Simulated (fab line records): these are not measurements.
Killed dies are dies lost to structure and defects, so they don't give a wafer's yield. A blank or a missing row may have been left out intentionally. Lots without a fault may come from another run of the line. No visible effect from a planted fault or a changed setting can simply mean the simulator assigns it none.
fab line records	flow nand_harc	part 2 of 2: steps 5 to 6 of 6
record lots=23	wafers=69	last_day=33
route steps=1302 shown A_STAIRCASE@812 A_SGD_CUT@920 A_SLIT@936 A_WL_FILL@965
lots untouched by any fault: they come from a run of this same line in which no faults occurred
start_h: the number of hours between the record's first day and the start of the first shown wafer of the lot	wait_h: hours from the lot's prior step to this one	" identical to the entry in the row above	L1.1+2: a row that stands for several wafers	- either no value or no given start	* or withheld: withheld	< > ~ a bound
route shown NAME@n: NAME is a module with steps in the file, n the number in the route of the first one	usual: average and standard deviation across the fault-free wafers	same: alike in all rows	chamber/n: place in a boat	sites: the reading at each site	_std_site: the values' standard deviation	_edge_site: mean of outer sites minus mean of inner sites	radius_mm: for every site, how far away it sits from the centre of the wafer	mask NAME#n: copy n	behind: the last tool/chamber to shape the wafer	hold: why the lot went on hold/how many hours it stayed there/how the hold came to an end	device: the n, p or np transistor that did not switch	end of line: tests of these same wafers at the route's end	a step given without rows: its recipe and nothing more	killed: the dies lost at the first sort to structure and to defects; this is not the yield of the wafer	map: a wafer's dies, marking killed ones x, the rest . and places with no die _
set.NAME: the setting the step ran with; set.NAME@STEP: the setting that earlier step ran with	model.NAME: the simulator's own value behind a step, which no gauge read
one table for each step of the route and one row for each wafer, over a sample of lots
services: a tool's chamber out of use, with start hour (start_h, from the record's first day; less than 0 if before it), hours out, and reason
## steps
# step NHARC_A_SLIT_DESCUM_14
# recipe time_s=3	o2_flow_sccm=200	ar_flow_sccm=0	bias_power_w=0	chemistry=O2
# usual drypump_motor_current_A=5.6/0.39	oes_product_au=1.001/0.0069	rf_vpp_V=57.8/0.85	showerhead_plenum_p_Torr=1.96/0.097	throttle_valve_pct=11.312/0.0091
# same time_s=3
lot.wafer	tool	chamber	start_h	wait_h	drypump_motor_current_A	oes_product_au	rf_hours_counter_h	rf_vpp_V	showerhead_plenum_p_Torr	throttle_valve_pct
L075.3	rie_diel-01	1	460.46	0.1	5.8	1.002	3.0	58.9	2.04	11.294
L075.2	"	2	"	"	5.3	1.005	2.5	58.0	2.04	11.312
L075.6	"	0	"	"	4.8	1.004	-	56.5	2.00	11.311
L074.1	rie_diel-12	2	461.31	0.1	5.8	0.994	0.2	56.0	1.91	11.317
L074.6	"	1	"	"	5.5	1.001	-	58.0	2.05	11.326
L074.5	"	2	"	"	5.8	1.002	-	57.7	1.91	11.321
L076.4	rie_diel-12	3	473.80	0.1	5.7	1.002	1.3	56.6	1.80	11.308
L076.2	"	1	"	"	5.5	1.008	0.9	59.6	2.05	11.314
L076.6	"	3	"	"	5.6	0.999	-	57.5	1.80	11.310
L078.1	rie_diel-01	0	480.87	0.1	4.8	1.000	4.0	58.0	2.00	11.298
L078.5	"	3	"	"	5.5	1.005	-	58.4	2.02	11.317
L078.4	"	0	"	"	4.8	1.001	-	57.6	2.00	11.304
L080.1	rie_diel-12	1	494.63	0.1	5.5	1.004	2.5	58.0	2.05	11.309
L080.2	"	2	"	"	5.8	0.999	2.5	58.0	1.91	11.309
L080.6	"	0	"	"	5.8	1.005	-	57.8	1.78	11.315
L079.3	rie_diel-01	3	494.96	0.1	5.5	1.005	5.1	57.8	2.02	11.293
L079.1	"	0	"	"	4.8	1.005	5.1	57.9	2.00	11.316
L079.6	"	2	"	"	5.3	1.004	-	57.5	2.04	11.297
L077.1	rie_diel-01	3	497.65	0.1	5.5	1.007	6.0	56.2	2.02	11.326
L077.6	"	1	"	"	5.9	1.015	-	58.9	2.04	11.318
L077.5	"	2	"	"	5.3	1.010	-	59.3	2.04	11.317
L081.1	rie_diel-05	3	515.58	0.1	6.0	1.010	5.4	57.6	1.96	11.318
L081.4	"	1	"	"	6.5	0.993	4.7	57.8	2.04	11.309
L081.3	"	2	"	"	5.6	0.981	5.1	57.2	1.88	11.292
L082.2	rie_diel-01	3	516.07	0.1	5.5	0.993	7.5	58.1	2.02	11.309
L082.3	"	1	"	"	5.9	1.016	7.8	59.0	2.04	11.315
L082.1	"	2	"	"	5.3	1.002	7.5	57.9	2.04	11.314
L083.4	rie_diel-12	1	535.02	0.1	5.5	0.999	4.2	58.7	2.05	11.314
L083.3	"	3	"	"	5.7	1.003	4.6	57.2	1.80	11.316
L083.5	"	0	"	"	5.9	0.999	-	57.6	1.78	11.313
L085.1	rie_diel-05	3	551.55	0.1	6.0	1.017	6.8	57.6	1.96	11.309
L085.4	"	0	"	"	6.1	1.002	6.2	56.6	1.84	11.318
L085.6	"	0	"	"	6.1	1.009	-	57.4	1.84	11.305
L084.2	rie_diel-12	0	551.71	0.1	5.9	0.999	5.8	56.3	1.78	11.309
L084.3	"	2	"	"	5.8	0.992	5.7	58.3	1.91	11.306
L084.6	"	0	"	"	5.8	1.009	-	57.9	1.78	11.307
L086.1	rie_diel-05	2	565.25	0.1	5.6	0.994	8.6	58.8	1.88	11.317
L086.4	"	0	"	"	6.1	0.995	7.2	57.5	1.84	11.303
L086.5	"	2	"	"	5.6	0.992	-	56.7	1.88	11.306
L090.1	rie_diel-12	3	589.40	0.1	5.6	1.007	9.1	57.1	1.80	11.306
L090.6	"	2	"	"	5.8	0.989	-	55.9	1.91	11.317
L090.5	"	3	"	"	5.6	1.002	-	58.0	1.80	11.305
L087.2	rie_diel-01	0	589.78	0.1	4.8	0.989	1.4	57.8	1.99	11.310
L087.4	"	2	"	"	5.3	1.005	1.4	58.6	2.04	11.303
L087.5	"	0	"	"	4.8	0.984	-	57.8	1.99	11.308
L088.1	rie_diel-01	3	591.84	0.1	5.5	1.004	2.0	59.0	2.02	11.325
L088.6	"	0	"	"	4.8	0.991	-	57.6	1.99	11.316
L088.5	"	1	"	"	5.8	1.007	-	58.5	2.03	11.313
L092.2	rie_diel-12	3	634.23	0.1	5.6	0.999	0	56.2	1.80	11.312
L092.4	"	0	"	"	5.8	0.997	0	57.4	1.78	11.315
L092.1	"	1	"	"	5.5	0.994	0	57.7	2.05	11.326
L093.3	rie_diel-01	1	634.91	0.1	5.9	1.007	3.5	59.1	2.03	11.313
L093.4	"	2	"	"	5.3	0.991	3.9	58.1	2.04	11.319
L093.2	"	3	"	"	5.4	1.009	4.2	56.9	2.02	11.302
L091.3	rie_diel-01	1	637.31	0.1	5.9	0.999	4.0	57.2	2.03	11.294
L091.4	"	3	"	"	5.5	0.998	5.1	59.3	2.02	11.312
L091.1	"	0	"	"	4.8	0.997	4.3	57.6	1.99	11.314
L094.3	rie_diel-01	0	657.01	0.1	4.8	1.008	5.8	57.7	1.99	11.328
L094.5	"	2	"	"	5.3	0.991	-	58.9	2.04	11.303
L094.6	"	3	"	"	5.5	1.007	-	56.9	2.02	11.309
L096.4	rie_diel-05	0	661.27	0.1	6.1	1.016	2.5	57.7	1.84	11.329
L096.5	"	2	"	"	5.6	1.004	-	57.5	1.88	11.301
L096.6	"	3	"	"	6.0	1.000	-	57.3	1.96	11.308
L095.3	rie_diel-12	1	661.56	0.1	5.5	0.998	1.7	58.2	2.05	11.317
L095.4	"	2	"	"	5.8	0.998	1.4	58.4	1.91	11.312
L095.1	"	0	"	"	5.8	1.001	1.7	57.5	1.78	11.316
L097.1	rie_diel-01	2	678.49	0.1	5.2	0.998	7.4	58.9	2.04	11.313
L097.4	"	0	"	"	4.8	0.996	-	57.8	1.99	11.301
L097.6	"	3	"	"	5.4	1.005	-	58.7	2.02	11.308
# step NHARC_A_WL_FILL_ALD_10
# recipe target_thk_a=500	pulse_time_s=10	ald_cycles=500	temp_c=300	material=SiO2
# usual heater_power_w=478/36	precursor_pulse_height_rel=1.000/0.02	susceptor_temp_C=300.00/0.2
lot.wafer	tool	chamber	start_h	wait_h	heater_power_w	precursor_pulse_height_rel	susceptor_temp_C
L074.1	ald_hk-03	3	481.65	1.1	520	0.989	300.21
L074.5	"	1	482.69	2.1	480	0.962	300.00
L074.6	"	2	"	"	466	0.989	300.61
L075.2	ald_hk-03	0	483.72	3.2	464	1.006	300.04
L075.3	"	1	"	"	482	1.014	300.04
L075.6	"	0	485.84	5.3	474	1.038	299.93
L078.4	ald_hk-02	3	502.47	0.0	445	1.014	299.96
L078.1	"	1	503.49	1.1	496	0.969	300.40
L078.5	"	0	505.03	2.6	514	1.017	300.09
L076.4	ald_hk-01	0	503.01	0.6	458	0.987	299.94
L076.2	"	1	"	"	439	1.007	300.30
L076.6	"	0	505.07	2.7	466	0.967	300.18
L079.1	ald_hk-02	3	515.46	1.0	452	1.012	-
L079.3	"	0	"	"	515	1.042	-
L079.6	"	3	517.47	3.0	443	0.980	-
L080.2	ald_hk-03	1	515.58	1.1	475	1.002	300.05
L080.1	"	2	"	"	467	0.966	300.23
L080.6	"	3	"	"	508	1.040	299.91
L077.1	ald_hk-03	1	518.64	0.1	480	1.035	300.24
L077.6	"	1	520.69	2.1	483	1.003	300.06
L077.5	"	2	"	"	445	1.011	299.97
L081.3	ald_hk-03	3	535.74	0.6	516	0.982	300.00
L081.1	"	0	"	"	484	1.008	300.06
L081.4	"	1	"	"	479	1.008	300.25
L082.3	ald_hk-01	3	535.79	0.6	436	1.007	299.69
L082.2	"	1	537.85	2.7	435	1.006	299.80
L082.1	"	2	538.88	3.7	419	0.995	299.77
L083.3	ald_hk-02	3	555.57	0.6	448	1.016	300.19
L083.4	"	0	"	"	509	1.031	299.76
L083.5	"	3	557.61	2.6	429	0.974	300.16
L085.1	ald_hk-01	1	571.63	0.1	443	1.002	299.29
L085.4	"	3	572.66	1.1	462	1.015	300.05
L085.6	"	2	574.20	2.6	421	0.965	300.02
L084.3	ald_hk-03	2	572.51	0.9	453	0.997	300.03
L084.2	"	0	573.54	2.0	476	0.967	300.08
L084.6	"	1	"	"	485	1.011	300.43
L086.1	ald_hk-02	2	588.79	0.1	558	1.022	300.10
L086.4	"	1	590.33	1.6	500	1.020	300.15
L086.5	"	2	"	"	543	1.028	299.96
L090.1	ald_hk-01	0	611.66	3.2	477	0.975	299.82
L090.6	"	1	612.71	4.2	436	1.000	300.00
L090.5	"	2	613.75	5.3	416	1.014	299.95
L088.1	ald_hk-03	3	613.07	0.1	482	1.007	300.04
L088.5	"	3	615.17	2.1	487	0.976	300.31
L088.6	"	0	"	"	487	1.014	300.23
L087.2	ald_hk-02	0	613.59	0.6	511	1.035	299.85
L087.4	"	1	"	"	497	1.001	300.13
L087.5	"	0	615.67	2.6	504	0.995	300.06
L092.2	ald_hk-02	0	656.07	0.7	507	1.027	299.68
L092.4	"	1	"	"	506	0.998	299.96
L092.1	"	2	"	"	558	0.990	299.65
L093.4	ald_hk-03	1	656.14	0.7	460	0.970	299.88
L093.3	"	2	"	"	451	1.003	299.96
L093.2	"	3	"	"	500	1.004	300.25
L091.4	ald_hk-02	3	663.02	0.6	432	1.006	299.57
L091.1	"	0	"	"	502	0.992	300.35
L091.3	"	1	"	"	499	1.020	300.16
L094.3	ald_hk-03	1	681.51	0.6	459	0.995	300.18
L094.6	"	0	683.05	2.1	487	1.015	299.90
L094.5	"	1	"	"	465	0.996	300.17
L096.4	ald_hk-02	2	683.74	2.8	560	1.007	299.87
L096.6	"	3	"	"	438	1.034	299.92
L096.5	"	0	"	"	502	1.008	299.98
L095.1	ald_hk-03	2	684.08	3.1	443	1.001	299.93
L095.3	"	3	"	"	486	1.020	299.93
L095.4	"	0	"	"	489	0.999	300.20
L097.1	ald_hk-01	1	698.78	0.1	439	0.987	300.28
L097.4	"	2	"	"	438	0.974	299.95
L097.6	"	2	701.34	2.6	433	0.997	300.07
## services
tool	chamber	start_h	hours	kind
rie_diel-02	3	365.74	8.2	repair
pecvd-03	-	366.40	13.0	pm
rie_diel-01	2	377.92	2.5	repair
rie_diel-01	-	380.80	9.0	pm
rie_diel-02	-	394.62	9.0	pm
rie_diel-01	1	402.08	2.2	repair
rie_diel-01	-	423.90	2.5	repair
ald_hk-03	-	438.04	1.4	repair
rie_diel-01	2	479.86	6.7	repair
rie_diel-06	-	485.31	9.0	pm
rie_diel-09	-	497.99	9.0	pm
rie_diel-06	-	505.38	0.5	repair
rie_diel-01	-	512.03	0.7	repair
rie_diel-09	2	528.34	13.0	repair
rie_diel-01	-	557.80	9.0	pm
rie_diel-02	-	571.62	9.0	pm
rie_diel-02	1	588.48	1.6	repair
ald_hk-03	-	629.13	1.2	repair
rie_diel-01	2	631.27	1.3	repair
rie_diel-02	3	651.31	2.6	repair
rie_diel-06	-	656.42	0.4	repair
rie_diel-06	-	662.31	9.0	pm
rie_diel-02	0	664.18	4.7	repair
rie_diel-09	-	676.46	9.0	pm
